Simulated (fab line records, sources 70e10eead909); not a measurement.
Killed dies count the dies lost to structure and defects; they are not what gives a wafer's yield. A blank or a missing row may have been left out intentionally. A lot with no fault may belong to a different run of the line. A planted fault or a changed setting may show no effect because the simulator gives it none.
fab line records	flow nandHarc	part 2 of 2: steps 25 to 33 of 33
[record] lots = 5	wafers = 15	lastDay = 23
route steps=1159 shown A_M1@1056 A_BONDPAD@1059
lots that met no fault: from a run of the same line without faults
startH: the number of hours between the record's first day and the start of the first shown wafer of the lot	waitH: hours elapsed since this lot's preceding step	" repeats the value in the row above	L1.1+2: one row covering several wafers at once	- no value present, or no start provided	* or withheld: withheld	< > ~ a bound
route shown NAME@n: NAME is a module with steps in the file, n the number in the route of the first one	usual: the fault-free wafers' mean and standard deviation	same: alike in all rows	chamber/n: place in a boat	sites: each site's reading	_std_site: the values' standard deviation	_edge_site: outer sites' mean less inner sites'	radiusMm: for every site, how far away it sits from the centre of the wafer	mask NAME#n: copy n	behind: tool/chamber where the wafer was last shaped	hold: the reason the lot was held/the length of the hold in hours/how it ended	device: the transistor (n, p or np) that didn't switch	end of line: tests run on the same wafers once the route is complete	a step given without rows: its recipe and nothing more	killed: count of dies lost to structure and defects at first sort (not the wafer's yield)	map: shows each die of a wafer: x if killed, . if not, _ if none is there
set.NAME: setting as actually run; set.NAME@STEP: the setting as run at that earlier step	model.NAME: the simulator's own value behind a step, which no gauge read
lots at some steps of the route; a table a step, a row a wafer
services: when a tool's chamber went out of use (startH, in hours from the record's first day, below 0 if earlier), for how many hours, and the reason
[[steps]]
[step NHARC_A_BONDPAD_ETCH_24]
[recipe] targetDepthA = 300	overEtchFrac = 0.3	timeS = 72.99	ionEnergyEv = 150	cf4FlowSccm = 50	n2FlowSccm = 100	arFlowSccm = 150	rfW = 300	biasW = 100	chemistry = CF4/N2
[usual] drypumpMotorCurrentA = 5.6/0.46	oesProductAu = 0.999/0.012	rfVppV = 314.3/2	showerheadPlenumPTorr = 2.63/0.11	throttleValvePct = 19.795/0.0084
lot.wafer	tool	chamber	startH	waitH	drypumpMotorCurrentA	oesProductAu	rfHoursCounterH	rfVppV	showerheadPlenumPTorr	throttleValvePct
L078.3	rieDiel-03	1	-	-	5.3	1.010	1	315.5	2.62	19.794
L078.4	"	2	"	"	5.4	0.987	1	315.9	2.82	19.797
L078.2	"	0	"	"	5.0	0.992	1	313.3	2.57	19.796
L076.3	rieDiel-03	0	426.88	0.1	5.0	0.996	1	313.7	2.57	19.799
L076.1	"	2	"	"	5.5	0.996	1	317.6	2.82	19.802
L076.5	"	3	"	"	5.7	0.996	-	314.5	2.60	19.791
L083.3	rieDiel-03	1	-	-	5.3	1.015	2	314.8	2.62	19.798
L083.4	"	2	"	"	5.4	0.981	2	317.2	2.82	19.786
L083.6	"	3	"	"	5.7	0.988	-	313.6	2.60	19.785
L084.1	rieDiel-12	3	-	-	5.4	1.017	16	315.0	2.69	19.796
L084.4	"	1	"	"	6.6	1.005	16	312.1	2.55	19.786
L084.6	"	0	"	"	5.5	1.005	-	310.8	2.43	19.803
L093.2	rieDiel-13	1	-	-	6.6	0.997	24	315.0	2.56	19.785
L093.6	"	3	"	"	6.2	1.002	-	311.7	2.55	19.797
L093.5	"	0	"	"	5.7	1.010	-	312.8	2.59	19.793
[step NHARC_A_BONDPAD_STRIP_16]
[recipe] timeS = 600	tempC = 30	chemistry = postEtchResidueRemover
lot.wafer	tool	chamber	startH	waitH
L078.3+2+4	wetBench-08	3,4,5	422.30	-
L076.5+1+3	wetBench-08	3,6,0	427.03	-
L083.6+4+3	wetBench-08	0,2,3	463.12	-
L084.1+4+6	wetBench-10	4,5,7	468.42	-
L093.2+6+5	wetBench-10	5,7,2	523.82	-
[step NHARC_A_BONDPAD_DEGAS_25]
[recipe] tempC = 300	timeS = 60
[usual] heaterPowerW = 483/60
lot.wafer	tool	chamber	startH	waitH	heaterPowerW
L078.3	pvdSputter-03	-	422.56	-	560
L078.4	"	-	"	"	543
L078.2	"	-	"	"	486
L076.3	pvdSputter-02	-	427.31	-	486
L076.1	"	-	"	"	472
L076.5	"	-	"	"	534
L083.4	pvdSputter-02	-	463.38	-	543
L083.3	"	-	"	"	542
L083.6	"	-	"	"	535
L084.1	pvdSputter-02	-	468.71	-	537
L084.4	"	-	"	"	481
L084.6	"	-	"	"	552
L093.2	pvdSputter-03	-	524.15	-	572
L093.6	"	-	"	"	518
L093.5	"	-	"	"	480
[step NHARC_A_BONDPAD_PRE_CLEAN_26]
[recipe] timeS = 30	tempC = 280	gas = H2/He
[usual] heaterPowerW = 428/51
lot.wafer	tool	chamber	startH	waitH	heaterPowerW
L078.3	pvdSputter-03	-	-	-	426
L078.4	"	-	"	"	350
L078.2	"	-	"	"	485
L076.1	pvdSputter-02	-	-	-	483
L076.3	"	-	"	"	474
L076.5	"	-	"	"	487
L083.4	pvdSputter-02	-	-	-	442
L083.3	"	-	"	"	470
L083.6	"	-	"	"	412
L084.1	pvdSputter-02	-	-	-	470
L084.4	"	-	"	"	416
L084.6	"	-	"	"	457
L093.2	pvdSputter-03	-	-	-	426
L093.6	"	-	"	"	462
L093.5	"	-	"	"	416
[step NHARC_A_BONDPAD_PVD_17]
[recipe] targetThkA = 50	biasV = 168.6	powerW = 15000	chamberPressurePa = 0.12	timeS = 8.06	substrateTempC = 50	material = TaN
[usual] chamberPressurePa = 0.11998/0.00026	throttleValvePct = 30.1/0.71
lot.wafer	tool	chamber	startH	waitH	chamberPressurePa	throttleValvePct
L078.3	pvdSputter-03	-	-	-	0.12028	30.1
L078.2	"	-	"	"	0.11988	30.3
L078.4	"	-	"	"	0.11991	29.7
L076.1	pvdSputter-02	-	-	-	0.11954	29.6
L076.3	"	-	"	"	0.12004	30.2
L076.5	"	-	"	"	0.11975	31.4
L083.4	pvdSputter-02	-	-	-	0.1196	31.4
L083.3	"	-	"	"	0.11973	30.1
L083.6	"	-	"	"	0.11996	31.3
L084.1	pvdSputter-02	-	-	-	0.12019	31.3
L084.4	"	-	"	"	0.11989	31.8
L084.6	"	-	"	"	0.11988	29.9
L093.2	pvdSputter-03	-	-	-	0.11983	30.4
L093.5	"	-	"	"	0.11967	30.9
L093.6	"	-	"	"	0.12021	29.4
[step NHARC_A_BONDPAD_PVD_27]
[recipe] targetThkA = 300	chamberPressurePa = 5	powerW = 5000	substrateTempC = 30	timeS = 20.49	material = Cu
[usual] chamberPressurePa = 5.002/0.011	throttleValvePct = 30.1/0.72
lot.wafer	tool	chamber	startH	waitH	chamberPressurePa	throttleValvePct
L078.2	pvdSputter-03	-	-	-	5.006	30.6
L078.4	"	-	"	"	4.995	30.5
L078.3	"	-	"	"	4.993	29.4
L076.1	pvdSputter-02	-	-	-	4.989	30.0
L076.3	"	-	"	"	4.991	31.3
L076.5	"	-	"	"	4.999	31.4
L083.3	pvdSputter-02	-	-	-	5.014	31.5
L083.4	"	-	"	"	5.007	31.1
L083.6	"	-	"	"	5.033	30.0
L084.1	pvdSputter-02	-	-	-	5.019	30.1
L084.4	"	-	"	"	5.016	31.3
L084.6	"	-	"	"	4.984	31.2
L093.2	pvdSputter-03	-	-	-	5.019	30.7
L093.6	"	-	"	"	4.994	29.4
L093.5	"	-	"	"	5.009	30.7
[step NHARC_A_BONDPAD_ECD_18]
[recipe] targetThkA = 4000	bathTempC = 25	material = Cu
lot.wafer	tool	chamber	startH	waitH
L078.2+3+4	ecdCu-02	0,1,0	422.98	-
L076.1+3+5	ecdCu-01	0,1,1	427.66	-
L083.3+4+6	ecdCu-02	0,1,1	463.84	-
L084.1+4+6	ecdCu-02	0,1,0	469.10	-
L093.2+5+6	ecdCu-01	1,0,1	524.54	-
[step NHARC_A_BONDPAD_ANNEAL_28]
[recipe] tempC = 225	timeS = 90
[usual] annealTempC = 225.02/0.16	wafer_temp_C_max = 225.74/0.27
lot.wafer	tool	chamber	startH	waitH	annealTempC	wafer_temp_C_max
L078.2	rtpAnneal-01	0	423.41	-	224.89	225.39
L078.3	"	0	"	"	224.83	225.54
L078.4	"	0	"	"	225.02	225.64
L076.1	rtpAnneal-02	0	428.12	0.4	224.95	225.80
L076.3	"	0	"	"	224.97	225.39
L076.5	"	0	"	"	225.07	225.57
L083.3	rtpAnneal-02	0	464.22	-	225.06	225.86
L083.4	"	0	"	"	224.87	225.54
L083.6	"	0	"	"	224.80	225.51
L084.1	rtpAnneal-02	0	469.60	-	225.14	225.81
L084.4	"	0	"	"	224.94	225.84
L084.6	"	0	"	"	225.10	225.95
L093.2	rtpAnneal-01	0	524.92	-	225.16	225.73
L093.5	"	0	"	"	224.95	225.53
L093.6	"	0	"	"	224.96	225.90
[step NHARC_A_BONDPAD_CMP_19]
[recipe] tOverpolishS = 30	cuRecessTouchS = 16	targetThkNm = 169.8
[usual] motorCurrentA = 11.8/1.3	overpolishRunS = 29.999/0.0095	retainingRingPressureFrac = 1.000/0.0048
lot.wafer	tool	chamber	startH	waitH	motorCurrentA	overpolishRunS	retainingRingPressureFrac
L078.3	cmp-01	1	423.99	-	11.8	29.997	0.998
L078.4	"	2	"	"	11.5	29.990	0.998
L078.2	"	3	"	"	11.9	30.011	1.001
L076.3	cmp-01	3	428.46	-	11.6	30.001	1.000
L076.1	"	1	"	"	11.9	29.993	1.006
L076.5	"	3	"	"	12.1	29.993	1.001
L083.3	cmp-01	0	464.49	-	13.0	30.005	1.001
L083.4	"	1	"	"	11.8	29.997	1.008
L083.6	"	0	"	"	12.8	30.010	1.008
L084.4	cmp-01	3	469.97	-	11.7	30.002	0.993
L084.1	"	0	"	"	13.0	29.990	0.999
L084.6	"	2	"	"	11.1	30.003	1.000
L093.2	cmp-01	0	525.30	-	13.3	30.008	0.995
L093.5	"	1	"	"	11.5	30.005	1.001
L093.6	"	2	"	"	11.4	29.992	1.002
[[services]]
tool	chamber	startH	hours	kind
krfScanner-04	-	396.33	1.1	repair
cmp-04	-	400.23	4.0	pm
krfScanner-02	-	403.39	0.2	repair
wetBench-08	-	406.40	8.0	pm
lithoTrack-05	-	412.00	7.0	pm
pecvd-01	-	418.10	13.0	pm
wetBench-10	-	423.20	8.0	pm
rieDiel-03	1	426.68	5.3	repair
pecvd-01	0	431.98	5.9	repair
pecvd-04	-	439.27	1.4	repair
pvdSputter-03	-	440.19	3.5	repair
ecdCu-01	-	448.27	8.0	pm
cmp-04	-	452.68	0.6	repair
rieDiel-13	-	453.04	9.0	pm
pvdSputter-03	-	458.00	10.0	pm
krfScanner-04	-	470.02	4.0	pm
pecvd-03	-	473.19	13.0	pm
cmp-01	-	474.60	4.0	pm
ecdCu-02	-	476.90	1.3	repair
cmp-04	-	489.09	0.9	repair
krfScanner-02	-	496.29	0.3	repair
cmp-04	-	498.23	4.0	pm
pvdSputter-03	-	505.02	1.3	repair
pecvd-02	-	515.13	13.0	pm
